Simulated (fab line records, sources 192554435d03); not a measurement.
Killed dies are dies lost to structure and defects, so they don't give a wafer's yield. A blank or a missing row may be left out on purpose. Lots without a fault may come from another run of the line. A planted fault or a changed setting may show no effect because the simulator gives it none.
fab line records | flow n5_finfet
record lots=7 wafers=21
route steps=1938 shown BEOL_M4@1040 BEOL_M6@1194
start_h: hours from the record's first day to the start of the lot's first wafer shown | wait_h: hours since the lot's step before | " the same as in the row above | L1.1+2: a row that stands for several wafers | - no value, or no start given | * or withheld: withheld | < > ~ a bound
route shown NAME@n: a module of which the file shows steps, and the number in the route of the first | usual: mean/standard deviation of fault-free wafers | same: alike in all rows | chamber/n: place in a boat | sites: the reading at each site | _std_site: their standard deviation | _edge_site: outer sites' mean less inner sites' | radius_mm: how far each site lies from the wafer's centre | mask NAME#n: copy n | behind: the tool/chamber that last shaped the wafer | hold: why the lot was held/for how many hours/how that ended | device: the transistor (n, p or np) that didn't switch | end of line: the same wafers' tests at the end of the route | a step without rows: its recipe alone | killed: dies lost to structure and defects at the first sort, not the wafer's yield | map: a wafer's dies, x killed, . not, _ none there
set.NAME: the setting as run; set.NAME@STEP: as run at that earlier step | model.NAME: the simulator's own value behind a step, which no gauge read
lots whose settings were changed on purpose; a table a step, a row a wafer
## steps
# step N5_BEOL_M4_ETCH_64
# recipe chemistry=N2/H2 target=SOC target_depth_a=750 overetch_a=225 mask_material=SiARC temp_c=40 time_s=121.9 ion_energy_ev=200 pressure_mtorr=30 source_w=840 bias_w=150 n2_flow_sccm=200 h2_flow_sccm=200
# usual rf_vpp_V=524.7/2
# columns lot.wafer tool chamber start_h wait_h set.bias_w rf_vpp_V model.SiARC_of_BEOL_M4_COAT_62.thk_nm
L075.3 rie_diel-04 3 168.28 0.0 150 524.7 6.2
L075.4 " 2 " " 150 525.1 6.4
L075.5 " 0 " " 150 522.6 6.4
L078.1 rie_diel-01 0 192.68 0.0 139.9 504.8 6.6
L078.2 " 2 " " 150 526.1 6.2
L078.6 " 2 " " 139.9 505.7 6.8
L079.4 rie_diel-01 2 192.95 0.0 150 528.8 6.2
L079.5 " 0 " " 150 528.6 6.2
L079.6 " 1 " " 150 524.9 6.2
L090.3 rie_diel-01 1 262.86 0.0 150 525.4 6.4
L090.5 " 2 " " 172.5 575.4 5.2
L090.6 " 1 " " 172.5 574.7 5.4
L092.1 rie_diel-04 1 268.00 0.0 135.2 486.6 7
L092.3 " 2 " " 150 524.4 6.4
L092.5 " 3 " " 135.2 491.6 7
L091.2 rie_diel-02 2 268.18 0.0 142.1 506.8 6.6
L091.4 " 3 " " 142.1 509.8 6.8
L091.6 " 1 " " 150 523.8 6.4
L094.2 rie_diel-04 2 282.16 0.0 128.7 476.6 7.4
L094.3 " 0 " " 150 522.9 6.4
L094.5 " 1 " " 150 522.7 6.4
# step N5_BEOL_M4_COAT_22
# recipe resist=CAR-EUV spin_rpm=1500 resist_thk_nm=30
# columns lot.wafer tool chamber start_h wait_h set.spin_rpm model.CAR-EUV_of_BEOL_M4_COAT_22.thk_nm
L075.3 litho_track-04 0 - - 1543 29.6
L075.4+5 " 0 " " 1500 30
L078.1+6 litho_track-01 0 - - 1544 29.6
L078.2 " 0 " " 1500 30
L079.4+5+6 litho_track-01 0 - - 1500 30
L090.3+5+6 litho_track-04 0 - - 1500 30
L092.1+3 litho_track-04 0 - - 1639 28.8
L092.5 " 0 " " 1500 30.2
L091.2+6 litho_track-01 0 - - 1437 30.6
L091.4 " 0 " " 1500 30
L094.2+3+5 litho_track-03 0 - - 1500 30.2
# step N5_BEOL_M4_EBR_24
# recipe solvent=PGMEA ebr_width_mm=1.5
# step N5_BEOL_M4_SOFTBAKE_23
# recipe temp_c=110 time_s=60 resist=CAR-EUV
# step N5_BEOL_M4_EXPOSE_25
# recipe mask_id=V3 na=0.33 source_shape=quasar sigma_inner=0.2 sigma_outer=0.8 polarization=unpolarized defocus_nm=5 dose_mj=63
# step N5_BEOL_M4_PEB_26
# recipe peb_temp_c=100 peb_time_s=60 resist=CAR-EUV
# step N5_BEOL_M4_DEVELOP_27
# recipe develop_time_s=30 developer=TMAH resist=CAR-EUV rinse_liquid=surfactant_rinse dry=air_spin dev_temp_c=23
# columns lot.wafer tool chamber start_h wait_h set.spin_rpm@BEOL_M4_COAT_22 model.CAR-EUV_of_BEOL_M4_COAT_22.thk_nm
L075.3 litho_track-01 0 - - 1543 29.2
L075.4+5 " 0 " " 1500 29.6
L078.1+6 litho_track-01 0 - - 1544 29.2
L078.2 " 0 " " 1500 29.6
L079.4+5+6 litho_track-01 0 - - 1500 29.6
L090.3+5+6 litho_track-04 0 - - 1500 29.6
L092.1 litho_track-03 0 - - 1639 28.4
L092.3 " 0 " " 1639 28.2
L092.5 " 0 " " 1500 29.6
L091.2+6 litho_track-03 0 - - 1437 30.2
L091.4 " 0 " " 1500 29.6
L094.2+3+5 litho_track-03 0 - - 1500 29.8
# step N5_BEOL_M4_ETCH_69
# recipe chemistry=CF4 target=SiARC target_depth_a=156 mask_material=CAR-EUV time_s=26 ion_energy_ev=80 pressure_mtorr=40 source_w=545 bias_w=36 Ar_flow_sccm=100 cf4_flow_sccm=100 ends=cleared
# step N5_BEOL_M4_ALD_98
# recipe material=SiO2 target_thk_a=25 temp_c=100 ald_precursor_family=BDEAS ald_co_reactant=O2-plasma pulse_time_s=1 co_reactant_pulse_time_s=1 purge_time_s=2 co_reactant_purge_time_s=2 ald_cycles=17 pressure_torr=2
# step N5_BEOL_M4_ETCHBACK_99
# recipe chemistry=CHF3 target=SiO2 target_depth_a=50 time_s=10.4 source_w=215 bias_w=47 Ar_flow_sccm=200 CHF3_flow_sccm=12 ion_energy_ev=100 pressure_mtorr=30
# columns lot.wafer tool chamber start_h wait_h set.spin_rpm@BEOL_M4_COAT_22 model.CAR-EUV_of_BEOL_M4_COAT_22.thk_nm
L075.3 rie_diel-04 0 171.42 2.0 1543 10
L075.4+5 " 2,1 " " 1500 10.4
L078.1+6 rie_diel-02 1,3 195.27 1.6 1544 10
L078.2 " 2 " " 1500 10.4
L079.4+5+6 rie_diel-02 2,0,1 198.54 4.3 1500 10.4
L090.3+5+6 rie_diel-01 2,1,2 276.21 11.9 1500 10.4
L092.1 rie_diel-04 1 276.24 7.1 1639 9.2
L092.3 " 2 " " 1639 9
L092.5 " 3 " " 1500 10.6
L091.2+6 rie_diel-01 3,0 288.07 18.8 1437 11
L091.4 " 2 " " 1500 10.4
L094.2+3+5 rie_diel-01 2,1,2 298.52 15.4 1500 10.6
# step N5_BEOL_M6_ILD_DEP_00
# recipe material=SiCOH_lowk target_thk_a=1797.5 temp_c=300 precursor=DEMS/porogen pressure_torr=5 rf_w=500 time_s=33.4
# columns lot.wafer tool chamber start_h wait_h set.time_s model.SiCOH_lowk_of_BEOL_M6_ILD_DEP_00.thk_nm
L075.3 pecvd-03 0 188.72 0.0 33.4 177.8
L075.4 " 1 " " 33.4 182.8
L075.5 " 2 " " 33.4 183.4
L078.1 pecvd-04 2 213.22 0.0 35.12 186.4
L078.2 " 0 " " 33.4 176.6
L078.6 " 0 " " 35.12 187.2
L079.4 pecvd-02 0 222.94 0.1 33.4 181.6
L079.5 " 1 " " 33.4 182.2
L079.6 " 0 " " 33.4 181
L090.3 pecvd-02 1 292.06 0.0 33.4 178.6
L090.5 " 2 " " 33.4 183.2
L090.6 " 1 " " 33.4 180.8
L092.1 pecvd-03 0 295.47 0.0 33.4 179.2
L092.3 " 1 " " 33.4 179.4
L092.5 " 1 " " 33.4 178
L091.2 pecvd-03 1 304.51 0.0 29 154.6
L091.4 " 1 " " 33.4 179.6
L091.6 " 0 " " 33.4 183.4
L094.2+3 pecvd-04 0,1 317.02 0.0 33.4 177
L094.5 " 2 " " 35.29 192.2
# step N5_BEOL_M6_CURE_74
# recipe temp_c=385 time_s=240 ambient=He/Ar material=SiCOH_lowk
# columns lot.wafer tool chamber start_h wait_h set.time_s@BEOL_M6_ILD_DEP_00 model.SiCOH_lowk_of_BEOL_M6_ILD_DEP_00.thk_nm
L075.3 uv_cure-03 2 189.32 0.6 33.4 153.2
L075.4 " 2 " " 33.4 157.6
L075.5 " 2 " " 33.4 158.2
L078.1 uv_cure-01 0 213.29 0.0 35.12 160.8
L078.2 " 0 " " 33.4 152.2
L078.6 " 0 " " 35.12 161.4
L079.4 uv_cure-03 2 223.24 0.3 33.4 156.6
L079.5 " 2 " " 33.4 157
L079.6 " 2 " " 33.4 156.2
L090.3 uv_cure-02 1 292.29 0.2 33.4 154
L090.5 " 1 " " 33.4 158
L090.6 " 1 " " 33.4 155.8
L092.1 uv_cure-01 1 295.56 0.1 33.4 154.6
L092.3 " 1 " " 33.4 154.8
L092.5 " 1 " " 33.4 153.6
L091.2 uv_cure-03 0 304.66 0.1 29 133
L091.4 " 0 " " 33.4 154.8
L091.6 " 0 " " 33.4 158.2
L094.2+3 uv_cure-02 0 317.16 0.1 33.4 152.6
L094.5 " 0 " " 35.29 166
# step N5_BEOL_M6_THK_MEAS_01
# recipe reads=SiCOH_lowk_of_BEOL_M6_ILD_DEP_00
# usual M6_ILD_THK=154.0/2.3
# columns lot.wafer tool chamber start_h wait_h set.time_s@BEOL_M6_ILD_DEP_00 M6_ILD_THK[nm]
L075.3 film_metro-01 - 189.67 0.3 33.4 153.2
L075.4 " - " " 33.4 157.6
L075.5 " - " " 33.4 158.1
L078.1 film_metro-02 - 214.28 0.8 35.12 160.8
L078.2 " - " " 33.4 152.3
L078.6 " - " " 35.12 161.4
L079.4 film_metro-01 - 223.52 0.2 33.4 156.6
L079.5 " - " " 33.4 157.2
L079.6 " - " " 33.4 156.1
L090.3 film_metro-01 - 292.64 0.3 33.4 153.9
L090.5 " - " " 33.4 158.0
L090.6 " - " " 33.4 155.9
L092.1 film_metro-01 - 296.07 0.4 33.4 154.6
L092.3 " - " " 33.4 154.9
L092.5 " - " " 33.4 153.5
L091.2 film_metro-01 - 305.09 0.4 29 133.0
L091.4 " - " " 33.4 154.9
L091.6 " - " " 33.4 158.2
L094.2 film_metro-01 - 317.60 0.4 33.4 152.5
L094.3 " - " " 33.4 152.6
L094.5 " - " " 35.29 165.9
# step N5_BEOL_M6_PECVD_70
# recipe material=SiO2 target_thk_a=200 temp_c=400 precursor=TEOS/O2 pressure_torr=5.5 rf_w=450 teos_flow_sccm=53.8 gas=O2 flow_sccm=3000 time_s=22.7
# columns lot.wafer tool chamber start_h wait_h set.time_s model.SiO2_of_BEOL_M6_PECVD_70.thk_nm
L075.3 pecvd-03 1 189.71 0.0 22.7 19.6
L075.4 " 0 " " 21.6 19.2
L075.5 " 1 " " 22.7 20
L078.1 pecvd-04 1 214.32 0.0 22.7 19.6
L078.2 " 2 " " 22.7 20
L078.6 " 2 " " 22.7 20.2
L079.4+5+6 pecvd-04 2,0,1 223.57 0.1 22.7 20.2
L090.3 pecvd-02 0 292.68 0.0 20.13 17.6
L090.5 " 1 " " 22.7 20
L090.6 " 2 " " 22.7 20.4
L092.1 pecvd-04 1 296.11 0.0 21.06 18.8
L092.3 " 2 " " 21.06 18.6
L092.5 " 1 " " 22.7 20.4
L091.2+4 pecvd-02 2,1 305.13 0.0 22.7 20.2
L091.6 " 2 " " 22.7 20.4
L094.2+3 pecvd-04 2,1 317.63 0.0 22.7 19.6
L094.5 " 2 " " 22.7 20.2
# step N5_BEOL_M6_TRENCH_ETCH_37
# recipe chemistry=C4F6/O2 target_depth_a=944.35 target=SiCOH_lowk time_s=31.5 ion_energy_ev=250 pressure_mtorr=30 source_w=345 bias_w=185 Ar_flow_sccm=300 C4F6_flow_sccm=10 O2_flow_sccm=10
# columns lot.wafer tool chamber start_h wait_h set.time_s model.BEOL_M6.feature_depth_nm model.etch.depth_nm model.TiN_of_BEOL_M6_HM_DEP_02.thk_nm
L075.3 rie_diel-02 1 - - 28.12 83.8 83.89 17.8
L075.4 " 1 " " 31.5 94.6 94.6 17.6
L075.5 " 2 " " 31.5 93.2 93.2 17.4
L078.1 rie_diel-02 0 - - 36.88 111.4 111.3 17
L078.2 " 2 " " 31.5 94 93.99 17.4
L078.6 " 3 " " 31.5 92.8 92.79 17.4
L079.4 rie_diel-04 1 - - 31.5 94.8 94.8 16.8
L079.5 " 2 " " 31.5 95.4 95.41 16.6
L079.6 " 3 " " 31.5 95 94.92 16.8
L090.3 rie_diel-02 1 - - 29.4 87.8 87.77 17.6
L090.5 " 0 " " 29.4 89.8 89.79 17.6
L090.6 " 3 " " 31.5 92.2 92.11 17.6
L092.1 rie_diel-02 0 - - 31.5 98 98.03 17.2
L092.3 " 3 " " 31.5 92.2 92.16 17.2
L092.5 " 2 " " 31.5 94.2 94.26 17.2
L091.2 rie_diel-04 0 - - 31.5 94.2 94.24 17.2
L091.4 " 3 " " 31.5 95 94.99 17.2
L091.6 " 1 " " 24.48 73 72.98 17.8
L094.2 rie_diel-01 0 - - 31.5 94.2 94.25 17.2
L094.3 " 2 " " 33.78 99.8 99.74 17
L094.5 " 0 " " 33.78 100.8 100.9 17.2
# step N5_BEOL_M6_ETCH_41
# recipe chemistry=CH3F/O2 target=SiCN target_depth_a=297 taper_deg=2 time_s=52 ion_energy_ev=120 mask_material=TiN pressure_mtorr=30 source_w=395 bias_w=75 Ar_flow_sccm=150 CH3F_flow_sccm=30 O2_flow_sccm=20
# step N5_BEOL_M6_STRIP_80
# recipe chemistry=N2/H2 time_s=10 power_w=450 temp_c=40 pressure_mtorr=20 rf_frequency_hz=6e+07 bias_power_w=7 n2_flow_sccm=200 h2_flow_sccm=200
# step N5_BEOL_M6_OCD_MEAS_38
# usual trench_depth_nm=94.4/1.4
# columns lot.wafer tool chamber start_h wait_h set.time_s@BEOL_M6_TRENCH_ETCH_37 trench_depth_nm
L075.3 ocd-01 - 196.74 - 28.12 83.8
L075.4 " - " " 31.5 94.5
L075.5 " - " " 31.5 93.2
L078.1 ocd-01 - 217.78 - 36.88 111.1
L078.2 " - " " 31.5 94.0
L078.6 " - " " 31.5 92.3
L079.4 ocd-01 - 227.74 - 31.5 94.8
L079.5 " - " " 31.5 95.2
L079.6 " - " " 31.5 94.8
L090.3 ocd-02 - 297.46 - 29.4 87.6
L090.5 " - " " 29.4 90.0
L090.6 " - " " 31.5 92.6
L092.1 ocd-02 - 302.72 - 31.5 98.0
L092.3 " - " " 31.5 92.0
L092.5 " - " " 31.5 94.0
L091.2 ocd-02 - 310.15 - 31.5 93.8
L091.4 " - " " 31.5 95.1
L091.6 " - " " 24.48 72.7
L094.2 ocd-02 - 321.56 - 31.5 94.3
L094.3 " - " " 33.78 99.7
L094.5 " - " " 33.78 100.8
# step N5_BEOL_M6_HM_STRIP_39
# recipe chemistry=peroxide_tin_strip material=TiN target_depth_a=250 temp_c=50 time_s=158
# columns lot.wafer tool chamber start_h wait_h set.time_s@BEOL_M6_PECVD_70 model.SiO2_of_BEOL_M6_PECVD_70.thk_nm
L075.3 wet_bench-03 5 196.77 0.0 22.7 19.4
L075.4 " 1 " " 21.6 19
L075.5 " 2 " " 22.7 19.8
L078.1 wet_bench-06 0 217.82 0.0 22.7 19.4
L078.2 " 6 " " 22.7 19.8
L078.6 " 4 " " 22.7 20
L079.4+5 wet_bench-05 1,2 227.77 0.0 22.7 20.2
L079.6 " 7 " " 22.7 20
L090.3 wet_bench-06 6 297.49 0.0 20.13 17.6
L090.5 " 0 " " 22.7 20
L090.6 " 5 " " 22.7 20.2
L092.1 wet_bench-06 0 302.76 0.0 21.06 18.6
L092.3 " 4 " " 21.06 18.4
L092.5 " 5 " " 22.7 20.2
L091.2+4 wet_bench-05 4,7 310.18 0.0 22.7 20
L091.6 " 1 " " 22.7 20.2
L094.2 wet_bench-06 6 321.59 0.0 22.7 19.6
L094.3 " 3 " " 22.7 19.4
L094.5 " 4 " " 22.7 20
# step N5_BEOL_M6_ALD_77
# recipe material=TaN target_thk_a=20 temp_c=275 ald_precursor_family=PDMAT ald_co_reactant=NH3 pressure_torr=3 carrier_flow_sccm=1500 pulse_time_s=2 purge_time_s=3 co_reactant_purge_time_s=2 co_reactant_pulse_time_s=3 ald_cycles=40 precursor_vessel_temp_c=75 precursor_vessel_pressure_torr=26.25 precursor_vessel_carrier_sccm=1000
# columns lot.wafer tool chamber start_h wait_h set.co_reactant_pulse_time_s
L075.3+5 ald_metal-01 2,1 198.91 0.1 2.599
L075.4 " 3 " " 3
L078.1+2 ald_metal-01 2,0 219.16 0.4 3
L078.6 " 2 " " 2.489
L079.4+5+6 ald_metal-01 2,3,2 228.73 0.0 3
L090.3+6 ald_metal-01 0,2 298.10 0.0 2.477
L090.5 " 3 " " 3
L092.1+3+5 ald_metal-03 1,0,1 303.52 0.0 3
L091.2+4 ald_metal-03 1,3 310.95 0.0 3
L091.6 " 2 " " 3.216
L094.2+3+5 ald_metal-01 2,0,2 322.55 0.0 3
# step N5_BEOL_M6_SURFACE_TREAT_79
# recipe gas=Ar time_s=* ion_energy_ev=* ion_current_ma_cm2=0.5 pressure_mtorr=* ar_flow_sccm=30
# step N5_BEOL_M6_CVD_78
# recipe material=Co target_thk_a=20 temp_c=withheld precursor=CCTBA/H2 pressure_torr=30 time_s=142.3
# step N5_BEOL_M6_ECD_50
# recipe material=Cu target_thk_a=3000
# step N5_BEOL_M6_ANNEAL_51
# recipe temp_c=225 time_s=90 ambient=N2
# step N5_BEOL_M6_CMP_52
# recipe stop_on=SiCOH_lowk t_overpolish_s=6.9 down_force_psi=1 platen_rpm=50 clearing_platen_down_force_psi=1.5 clearing_platen_rpm=50 post_cmp_clean=cu_alkaline target_thk_nm=80 clearing_platen_pad_velocity_m_s=0.99484 pad_velocity_m_s=0.99484
# columns lot.wafer tool chamber start_h wait_h set.time_s@BEOL_M6_TRENCH_ETCH_37 model.Cu_of_BEOL_M6_ECD_50.thk_nm
L075.4 cmp-03 2 200.40 0.1 31.5 82
L075.3 " 3 " " 28.12 72
L075.5 " 2 " " 31.5 80.2
L078.1 cmp-03 0 222.52 0.3 36.88 97.2
L078.2 " 2 " " 31.5 80.4
L078.6 " 0 " " 31.5 79.2
L079.4 cmp-04 2 230.09 0.1 31.5 81
L079.5 " 2 " " 31.5 82.6
L079.6 " 3 " " 31.5 81.4
L090.3 cmp-04 2 299.94 0.2 29.4 73.6
L090.5 " 0 " " 29.4 73.8
L090.6 " 1 " " 31.5 76.8
L092.1 cmp-04 2 305.19 0.3 31.5 83
L092.3 " 3 " " 31.5 76.6
L092.5 " 0 " " 31.5 77.8
L091.4 cmp-04 1 312.34 0.2 31.5 79
L091.2 " 3 " " 31.5 78.8
L091.6 " 0 " " 24.48 57.8
L094.2 cmp-04 1 324.73 0.2 31.5 79.2
L094.3 " 2 " " 33.78 86.2
L094.5 " 1 " " 33.78 85.8
# step N5_BEOL_M6_THK_MEAS_53
# recipe thk_meas_gauge=xrf reads=Cu_of_BEOL_M6_ECD_50
# usual M6_THK=81.5/1.9
# columns lot.wafer tool chamber start_h wait_h set.time_s@BEOL_M6_TRENCH_ETCH_37 M6_THK[nm]
L075.3 film_metro-01 - 200.70 - 28.12 73.4
L075.4 " - " " 31.5 83.7
L075.5 " - " " 31.5 81.9
L078.1 film_metro-02 - 222.82 - 36.88 97.3
L078.2 " - " " 31.5 80.6
L078.6 " - " " 31.5 79.5
L079.4 film_metro-02 - 230.38 - 31.5 81.9
L079.5 " - " " 31.5 83.5
L079.6 " - " " 31.5 82.7
L090.3 film_metro-01 - 300.16 - 29.4 75.3
L090.5 " - " " 29.4 75.1
L090.6 " - " " 31.5 78.3
L092.1 film_metro-01 - 305.41 - 31.5 84.8
L092.3 " - " " 31.5 78.3
L092.5 " - " " 31.5 79.4
L091.2 film_metro-01 - 312.60 - 31.5 79.9
L091.4 " - " " 31.5 80.0
L091.6 " - " " 24.48 58.4
L094.2 film_metro-01 - 325.03 - 31.5 81.2
L094.3 " - " " 33.78 88.2
L094.5 " - " " 33.78 87.7
# step N5_BEOL_M6_PRE_CLEAN_55
# recipe gas=NH3 time_s=15 temp_c=withheld rf_power_w=300
# step N5_BEOL_M6_DEP_56
# recipe material=SiCN target_thk_a=100 temp_c=withheld precursor=3MS/NH3 pressure_torr=3 rf_w=202 time_s=17.5
# step N5_BEOL_M6_RS_MEAS_57
# recipe thk_meas_gauge=four-point-probe reads=Cu_of_BEOL_M6_ECD_50+Co_of_BEOL_M6_CVD_78+TaN_of_BEOL_M6_ALD_77
# usual M6_RS=0.285/0.0075
# columns lot.wafer tool chamber start_h wait_h set.time_s@BEOL_M6_TRENCH_ETCH_37 M6_RS[ohm/sq]
L075.3 film_metro-01 - 200.83 0.1 28.12 0.323
L075.4 " - " " 31.5 0.278
L075.5 " - " " 31.5 0.285
L078.1 film_metro-02 - 222.95 0.1 36.88 0.228
L078.2 " - " " 31.5 0.284
L078.6 " - " " 31.5 0.289
L079.4 film_metro-01 - 230.51 0.0 31.5 0.282
L079.5 " - " " 31.5 0.276
L079.6 " - " " 31.5 0.280
L090.3 film_metro-01 - 300.29 0.1 29.4 0.316
L090.5 " - " " 29.4 0.315
L090.6 " - " " 31.5 0.301
L092.1 film_metro-01 - 305.54 0.1 31.5 0.274
L092.3 " - " " 31.5 0.301
L092.5 " - " " 31.5 0.296
L091.2 film_metro-01 - 312.73 0.1 31.5 0.291
L091.4 " - " " 31.5 0.292
L091.6 " - " " 24.48 0.424
L094.2 film_metro-01 - 325.19 0.1 31.5 0.289
L094.3 " - " " 33.78 0.262
L094.5 " - " " 33.78 0.263
## key
split step=N5_BEOL_M4_ETCH_64 setting=bias_w stated=150 by=wafer
response step=N5_BEOL_M4_ETCH_64 reading=rf_vpp_V change=+3.3 per=1% r=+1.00
response step=N5_BEOL_M4_ETCH_64 reading=model.SiARC_of_BEOL_M4_COAT_62.thk_nm change=-0.0696 per=1% r=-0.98
split step=N5_BEOL_M4_COAT_22 setting=spin_rpm stated=1500 by=wafer
response step=N5_BEOL_M4_COAT_22 reading=model.CAR-EUV_of_BEOL_M4_COAT_22.thk_nm change=-0.148 per=1% r=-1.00
response step=N5_BEOL_M4_DEVELOP_27 reading=model.CAR-EUV_of_BEOL_M4_COAT_22.thk_nm change=-0.14 per=1% r=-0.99
response step=N5_BEOL_M4_ETCHBACK_99 reading=model.CAR-EUV_of_BEOL_M4_COAT_22.thk_nm change=-0.156 per=1% r=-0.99
split step=N5_BEOL_M6_ILD_DEP_00 setting=time_s stated=33.4 by=wafer
response step=N5_BEOL_M6_ILD_DEP_00 reading=model.SiCOH_lowk_of_BEOL_M6_ILD_DEP_00.thk_nm change=+2.12 per=1% r=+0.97
response step=N5_BEOL_M6_CURE_74 reading=model.SiCOH_lowk_of_BEOL_M6_ILD_DEP_00.thk_nm change=+1.86 per=1% r=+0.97
response step=N5_BEOL_M6_THK_MEAS_01 reading=M6_ILD_THK change=+1.86 per=1% r=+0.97
split step=N5_BEOL_M6_PECVD_70 setting=time_s stated=22.7 by=wafer
response step=N5_BEOL_M6_PECVD_70 reading=model.SiO2_of_BEOL_M6_PECVD_70.thk_nm change=+0.219 per=1% r=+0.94
response step=N5_BEOL_M6_HM_STRIP_39 reading=model.SiO2_of_BEOL_M6_PECVD_70.thk_nm change=+0.213 per=1% r=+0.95
split step=N5_BEOL_M6_TRENCH_ETCH_37 setting=time_s stated=31.5 by=wafer
response step=N5_BEOL_M6_TRENCH_ETCH_37 reading=model.BEOL_M6.feature_depth_nm change=+0.964 per=1% r=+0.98
response step=N5_BEOL_M6_TRENCH_ETCH_37 reading=model.etch.depth_nm change=+0.962 per=1% r=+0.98
response step=N5_BEOL_M6_TRENCH_ETCH_37 reading=model.TiN_of_BEOL_M6_HM_DEP_02.thk_nm change=-0.0241 per=1% r=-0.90
response step=N5_BEOL_M6_OCD_MEAS_38 reading=trench_depth_nm change=+0.966 per=1% r=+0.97
response step=N5_BEOL_M6_CMP_52 reading=model.Cu_of_BEOL_M6_ECD_50.thk_nm change=+0.935 per=1% r=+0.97
response step=N5_BEOL_M6_THK_MEAS_53 reading=M6_THK change=+0.945 per=1% r=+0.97
response step=N5_BEOL_M6_RS_MEAS_57 reading=M6_RS change=-0.00468 per=1% r=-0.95
split step=N5_BEOL_M6_ALD_77 setting=co_reactant_pulse_time_s stated=3 by=wafer
response none clear
